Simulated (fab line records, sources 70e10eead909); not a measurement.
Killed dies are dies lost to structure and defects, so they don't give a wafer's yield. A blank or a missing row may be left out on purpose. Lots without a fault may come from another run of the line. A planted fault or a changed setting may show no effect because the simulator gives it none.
Which tool did it? | flow nand_harc | 12 lots, 36 wafers sampled, at 3 steps of a route of 1159

WHAT THE GAUGES READ, wafer by wafer
NHARC_P_M0_CD_MEAS_09: target cd 90 nm.
lot  | measured     | on        | cd_nm (nm)
L075 | day 6 03:47  | cd_sem-03 | 88.7 89.3 88.6
L077 | day 6 16:13  | cd_sem-01 | 90.1 90.4 90.3
L079 | day 7 00:28  | cd_sem-02 | 88.5 89.9 87.9
L082 | day 7 19:38  | cd_sem-03 | 89.5 89.4 88.4
L083 | day 7 20:56  | cd_sem-03 | 90.5 91.0 90.2
L084 | day 8 08:32  | cd_sem-01 | 91.0 88.5 90.4
L086 | day 8 22:12  | cd_sem-01 | 90.6 89.9 90.8
L090 | day 9 11:28  | cd_sem-01 | 90.1 89.8 89.8
L092 | day 10 02:26 | cd_sem-02 | 91.0 91.0 91.3
L093 | day 10 13:18 | cd_sem-03 | 89.5 90.4 89.0
L095 | day 11 02:17 | cd_sem-01 | 90.5 91.1 89.2
L097 | day 11 08:26 | cd_sem-02 | 88.3 88.0 89.3

WHICH TOOL RAN EACH LOT (tool, then ch and the chambers of the sampled wafers, then the start)
lot  | NHARC_P_CONTACT_ETCH_36                       | NHARC_P_CONTACT_PVD_32
L075 | rie_diel-01 ch 0,1,2, day 6 03:47 or earlier  | pvd_sputter-03, day 6 03:47 or earlier
L077 | rie_diel-05 ch 0,2,3, day 6 16:13 or earlier  | pvd_sputter-01, day 6 16:13 or earlier
L079 | rie_diel-04 ch 2,3, day 7 00:28 or earlier    | pvd_sputter-03, day 7 00:28 or earlier
L082 | rie_diel-01 ch 1,2,3, day 7 19:38 or earlier  | pvd_sputter-01, day 7 19:38 or earlier
L083 | rie_diel-01 ch 1,3, day 7 20:56 or earlier    | pvd_sputter-03, day 7 20:56 or earlier
L084 | rie_diel-01 ch 0,1, day 8 08:32 or earlier    | pvd_sputter-01, day 8 08:32 or earlier
L086 | rie_diel-01 ch 0,1,2, day 8 22:12 or earlier  | pvd_sputter-03, day 8 22:12 or earlier
L090 | rie_diel-04 ch 1,2,3, day 9 11:28 or earlier  | pvd_sputter-03, day 9 11:28 or earlier
L092 | rie_diel-04 ch 0,1,2, day 10 02:26 or earlier | pvd_sputter-02, day 10 02:26 or earlier
L093 | rie_diel-04 ch 0,1, day 10 13:18 or earlier   | pvd_sputter-03, day 10 13:18 or earlier
L095 | rie_diel-01 ch 0,1,2, day 11 02:17 or earlier | pvd_sputter-01, day 11 02:17 or earlier
L097 | rie_diel-01 ch 1,2, day 11 08:26 or earlier   | pvd_sputter-03, day 11 08:26 or earlier
- NHARC_P_CONTACT_ETCH_36: etches the open film in N2/H2, target depth 260 nm, time 406.25 s.
- NHARC_P_CONTACT_PVD_32: deposits Ti, target thk 5 nm, time 17.7 s.

THE ANSWER, worked out from the rows above alone
Rule: what is usual is taken from the lots themselves. Put in order of their means at a reading, lots are off if they are a third of the lots or fewer, leave a main group of 4 or more, and stand apart from it by a gap of 3 or more times the standard deviation of the main group's means; of several such gaps the widest counts. A main group whose means are all the same, to the digits that the tables above print for the reading, isn't used. A lot without any number at a reading at which 4 lots or more have one is off too. The other lots that the step has rows for count as sound.
No lot is off at any reading shown: from this, nothing can be told.

WHAT THE SIMULATOR HAD PUT IN
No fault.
